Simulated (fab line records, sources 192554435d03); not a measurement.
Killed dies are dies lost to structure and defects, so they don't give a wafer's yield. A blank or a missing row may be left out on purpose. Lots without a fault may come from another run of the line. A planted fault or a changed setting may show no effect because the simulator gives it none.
Split-lot experiment | flow n5_finfet | 7 lots, 21 wafers read, on a route of 1938 steps

THE SPLIT
At N5_BEOL_M0_CUTY_EXPOSE_54 (exposes mask M0 ABLK), the setting dose_mj was moved away from the recipe's 36 on 5 of the 21 wafers read, by -5.7% to +5.6%. The other wafers ran this setting at the recipe's value.

FROM THE SPLIT TO THE READING: what the file shows between them, 2 steps
- N5_BEOL_M0_CUTY_PEB_55: peb time 60 s
- N5_BEOL_M0_CUTY_DEVELOP_56: develop time 30 s

THE READING
cd_nm, in nm, at N5_BEOL_M0_CUTY_CD_MEAS_57 (target cd 200 nm). Fault-free wafers of this fab line usually give 199.7 nm, standard deviation 0.75 nm.

wafer  | tool, chamber at the split | dose_mj as run | against the recipe | cd_nm, nm | against lot-mates on the recipe
L076.1 | arfi_scanner-03, 0         | 36             | recipe             | 199.3     | -
L076.3 | arfi_scanner-03, 0         | 38             | +5.6%              | 195.6     | -3.7
L076.5 | arfi_scanner-03, 0         | 38             | +5.6%              | 196.6     | -2.7
L077.1 | arfi_scanner-03, 0         | 36             | recipe             | 200.1     | -
L077.2 | arfi_scanner-03, 0         | 33.96          | -5.7%              | 202.5     | +3.1
L077.6 | arfi_scanner-03, 0         | 36             | recipe             | 198.8     | -
L079.4 | arfi_scanner-03, 0         | 36             | recipe             | 199.3     | -
L079.5 | arfi_scanner-03, 0         | 34.86          | -3.2%              | 202.2     | +2.8
L079.6 | arfi_scanner-03, 0         | 36             | recipe             | 199.6     | -
L081.1 | arfi_scanner-01, 0         | 36             | recipe             | 199.9     | -
L081.5 | arfi_scanner-01, 0         | 36             | recipe             | 200.8     | -
L081.6 | arfi_scanner-01, 0         | 36             | recipe             | 200.8     | -
L082.2 | arfi_scanner-01, 0         | 36             | recipe             | 201.2     | -
L082.3 | arfi_scanner-01, 0         | 36             | recipe             | 199.8     | -
L082.5 | arfi_scanner-01, 0         | 36             | recipe             | 200.2     | -
L086.1 | arfi_scanner-01, 0         | 36             | recipe             | 199.9     | -
L086.2 | arfi_scanner-01, 0         | 37.99          | +5.5%              | 196.1     | -3.6
L086.4 | arfi_scanner-01, 0         | 36             | recipe             | 199.5     | -
L087.1 | arfi_scanner-01, 0         | 36             | recipe             | 200.6     | -
L087.2 | arfi_scanner-01, 0         | 36             | recipe             | 201.1     | -
L087.4 | arfi_scanner-01, 0         | 36             | recipe             | 199.1     | -

THE FIT
A straight line over all 21 wafers: cd_nm changes by -0.634 nm for each +1% of dose_mj; r = -0.92; the points scatter about the line by 0.73 nm.
The same after taking each lot's own level away (the mean of its wafers on the recipe; 21 wafers): -0.607 nm for each +1%; r = -0.94; scatter 0.57 nm.
On that fit, the largest move of dose_mj shifts the reading by 3.4 nm.
The lots' own levels span 199.30 to 200.50 nm, that is 1.6 times the standard deviation above.
So the lot-to-lot level changes the slope little: the two slopes agree.
Check: with one of the wafers moved furthest among these (-5.7%) left out of the fit, the line predicts +3.67 nm for it against its lot-mates. It came out at +3.05 nm against them.

OTHER SPLITS ON THESE WAFERS
These wafers also went through other splits before the reading. Each is held against what the fit with the lots' levels taken away leaves over:
other split on the same wafers       | wafers away from the commonest value | r with cd_nm (lot level and that fit taken away)
N5_GATE_CUT_EXPOSE_10 dose_mj        | 5                                    | +0.03
N5_GATE_CUT_DESCUM_18 time_s         | 8                                    | -0.09
N5_MOL_CONTACT_COAG_ETCH_67 source_w | 4                                    | -0.35
N5_BEOL_M0_SAQP_EXPOSE_11 dose_mj    | 9                                    | +0.06
N5_BEOL_M0_CUTY_COAT_50 spin_rpm     | 8                                    | +0.02

THE WHOLE CHAIN: every reading that the file lists as answering this split, in the file's order
step                       | what it does                                                            | reading                                                                    | change (the file's fit)               | r (the file's)
N5_BEOL_M0_CUTY_CD_MEAS_57 | target cd 200 nm                                                        | cd_nm                                                                      | -0.615 nm for each +1% of the setting | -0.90
N5_BEOL_M0_CUTY_ETCH_62    | etches SiARC in CF4, time 58.5 s                                        | BEOL_M0_CUTY.cd_offset_nm (the simulator's own value, which no gauge read) | -0.644 nm for each +1% of the setting | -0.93
N5_BEOL_M0_CUTY_ETCH_63    | etches SOC in N2/H2, target depth 82.7 nm, overetch 16.5 nm, time 124 s | BEOL_M0_CUTY.cd_offset_nm (the simulator's own value, which no gauge read) | -0.627 nm for each +1% of the setting | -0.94

THE FILE'S OWN FIT
cd_nm changes by -0.615 nm for each +1% of dose_mj, r = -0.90.
